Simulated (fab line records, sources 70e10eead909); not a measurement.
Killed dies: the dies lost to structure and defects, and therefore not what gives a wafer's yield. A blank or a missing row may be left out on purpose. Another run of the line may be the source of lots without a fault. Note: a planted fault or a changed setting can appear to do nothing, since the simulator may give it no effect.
A struck lot beside a sound one ; flow nand-harc ; 13 steps out of a route of 1302
Sound: the wafers L251.2, L251.5, L251.6. Struck: wafers L266.3, L266.5. (L266.1 of the same lot was not struck and is left out.) The cause comes at the end.
For every step that has rows: the tool of each side, followed by ch and its chambers, followed by its first start. Under that, the readings that differ: sound wafers ; struck wafers ; difference of the means ; sigmas: that difference in standard deviations of wafers without a fault.
alike: readings with means less than 2 such deviations apart, plus words and numbers identical on both sides. not compared: withheld readings, readings lacking a value on some wafer, bounds such as >300 that could conceal the same value, and numbers that have no deviation in the record and whose values overlap.
A row with sigmas, a row that says differs or no value, or rows on one side alone: a step with any of these is where the two part. Numbers that have no deviation but don't overlap get no sigmas and don't part them. Lack of a reading on every wafer of one side parts them only where that side has two or more wafers.

first, 8 steps without rows for these wafers: NHARC_A_STAIRCASE_HMDS_02 (time 30 s); NHARC_A_STAIRCASE_COAT_03; NHARC_A_STAIRCASE_SOFTBAKE_04 (time 170 s); NHARC_A_STAIRCASE_EBR_05; NHARC_A_STAIRCASE_EXPOSE_06 (exposes mask STAIR); NHARC_A_STAIRCASE_PEB_07 (peb time 130 s); NHARC_A_STAIRCASE_DEVELOP_08 (time 140 s); NHARC_A_STAIRCASE_HARDBAKE_10 (time 140 s).
NHARC_A_STAIRCASE_DESCUM_11: chemistry O2, time 3 s.
  sound on rie-diel-11 ch 0,1, day 17 04:17; struck on rie-diel-11 ch 3, day 23 00:14
reading;sound;struck;difference;sigmas
oes-product-au (a.u.);1.014 1.005 1.006;0.981 0.982;-0.027;-2
  alike: drypump-motor-current-A, rf-vpp-V, showerhead-plenum-p-Torr, throttle-valve-pct
  not compared: rf-hours-counter-h
NHARC_A_STAIRCASE_TRIM_12: chemistry O2, time 211.2 s.
  sound on rie-diel-11 ch 0,1,3, day 17 04:24; struck on rie-diel-11 ch 1, day 23 00:20
  alike: drypump-motor-current-A, oes-product-au, rf-vpp-V, run-length-s, showerhead-plenum-p-Torr, throttle-valve-pct
  not compared: rf-hours-counter-h
NHARC_A_STAIRCASE_ETCH_13: etches the open film in C4F8/O2, target depth 100 nm, time 40.5 s.
  sound: rie-diel-11 ch 0,3; struck: rie-diel-11 ch 2
  alike: oes-product-au, rf-vpp-V
  not compared: rf-hours-counter-h
NHARC_A_STAIRCASE_TRIM_14: chemistry O2, time 211.2 s.
  sound on rie-diel-11 ch 0,3, day 17 04:36; struck on rie-diel-11 ch 0, day 23 00:35
reading;sound;struck;difference;sigmas
run-length-s (s);231.8 232.0 232.0;300.1 299.7;+68.0;+99 or more
  alike: drypump-motor-current-A, oes-product-au, rf-vpp-V, showerhead-plenum-p-Torr, throttle-valve-pct
  not compared: rf-hours-counter-h
NHARC_A_STAIRCASE_ETCH_15: etches the open film in C4F8/O2, target depth 100 nm, time 40.5 s.
  sound: rie-diel-11 ch 0,1,3; struck: rie-diel-11 ch 0,3
  alike: oes-product-au, rf-vpp-V
  not compared: rf-hours-counter-h

## WHERE THEY PART
Earliest at NHARC_A_STAIRCASE_DESCUM_11; latest, in this record, at NHARC_A_STAIRCASE_TRIM_14. Later steps at which nothing parts them and some readings are alike: NHARC_A_STAIRCASE_ETCH_15.

WHY: what the simulator had put in
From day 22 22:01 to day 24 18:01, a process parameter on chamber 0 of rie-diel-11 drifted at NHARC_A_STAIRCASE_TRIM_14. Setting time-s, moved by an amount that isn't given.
